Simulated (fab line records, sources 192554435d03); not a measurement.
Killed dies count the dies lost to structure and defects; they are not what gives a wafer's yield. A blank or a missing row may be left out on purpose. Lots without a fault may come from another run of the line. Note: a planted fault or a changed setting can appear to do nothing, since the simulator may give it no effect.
Chamber matching | flow n5 finfet | cmp-01 running N5_BEOL_M14_CMP_49: 4 sister chambers
The step polishes, stops on SiO2, t overpolish 5.2 s, target thk 560 nm. 14 wafers are shown with their chamber, then 7 later ones without.

WAFERS WITH THEIR CHAMBER
wafer  | chamber | motor current A (A) | time to endpoint s (s) | barrier field endpoint s (s)
L075.3 | 0       | 8.1                 | 129                    | 11.71
L075.4 | 1       | 7.7                 | 123                    | 11.69
L075.5 | 3       | 8.0                 | 124                    | 11.80
L076.2 | 2       | 7.0                 | 116                    | 11.43
L076.4 | 0       | 8.4                 | 126                    | 12.03
L076.6 | 1       | 8.0                 | 121                    | 11.53
L078.1 | 0       | 8.4                 | 127                    | 11.62
L078.3 | 3       | 8.5                 | 122                    | 11.42
L078.6 | 1       | 8.1                 | 123                    | 11.38
L081.1 | 1       | 7.8                 | 122                    | 11.40
L081.4 | 2       | 6.9                 | 120                    | 11.55
L081.6 | 3       | 7.9                 | 122                    | 11.37
L092.1 | 1       | 8.0                 | 123                    | 11.47
L092.4 | 0       | 8.4                 | 121                    | 11.48

SIGNATURES, as means of the wafers listed above
reading                  | chamber 0 | chamber 1 | chamber 2 | chamber 3 | scatter within a chamber
motor current A          | 8.325     | 7.920     | 6.950     | 8.133     | 0.197
time to endpoint s       | 125.75    | 122.40    | 118.00    | 122.67    | 2.2
barrier field endpoint s | 11.7100   | 11.4940   | 11.4900   | 11.5300   | 0.185
Rule: distance of a wafer from a chamber = root of the sum over the readings of ((wafer's reading minus chamber's mean) / reading's scatter) squared. The wafer belongs to the nearest chamber; if the next one is less than 2 further off, it can't be placed. The scatter: take each reading less its chamber's mean, square it, sum over the shown wafers, divide by the number of wafers less the number of chambers, and take the root.

WAFERS WITHOUT THEIR CHAMBER
wafer  | motor current A (A) | time to endpoint s (s) | barrier field endpoint s (s)
L092.6 | 7.7                 | 125                    | 11.75
L095.1 | 8.1                 | 122                    | 11.38
L095.3 | 8.2                 | 120                    | 11.13
L095.4 | 6.9                 | 122                    | 11.38
L093.1 | 7.1                 | 119                    | 11.22
L093.4 | 7.8                 | 120                    | 11.24
L093.5 | 7.9                 | 118                    | 11.21

THE CHAMBER EACH PASSED THROUGH
wafer  | from the rows above          | in truth
L092.6 | can't be placed: 1 or 3 or 0 | 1
L095.1 | can't be placed: 3 or 1 or 0 | 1
L095.3 | can't be placed: 3 or 1 or 0 | 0
L095.4 | 2                            | 2
L093.1 | 2                            | 2
L093.4 | can't be placed: 1 or 3      | 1
L093.5 | can't be placed: 1 or 3      | 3
Correctly placed: 2 of 7. These rows do not allow placing 5 (true chamber among the candidates in 5). 0 placed wrongly.
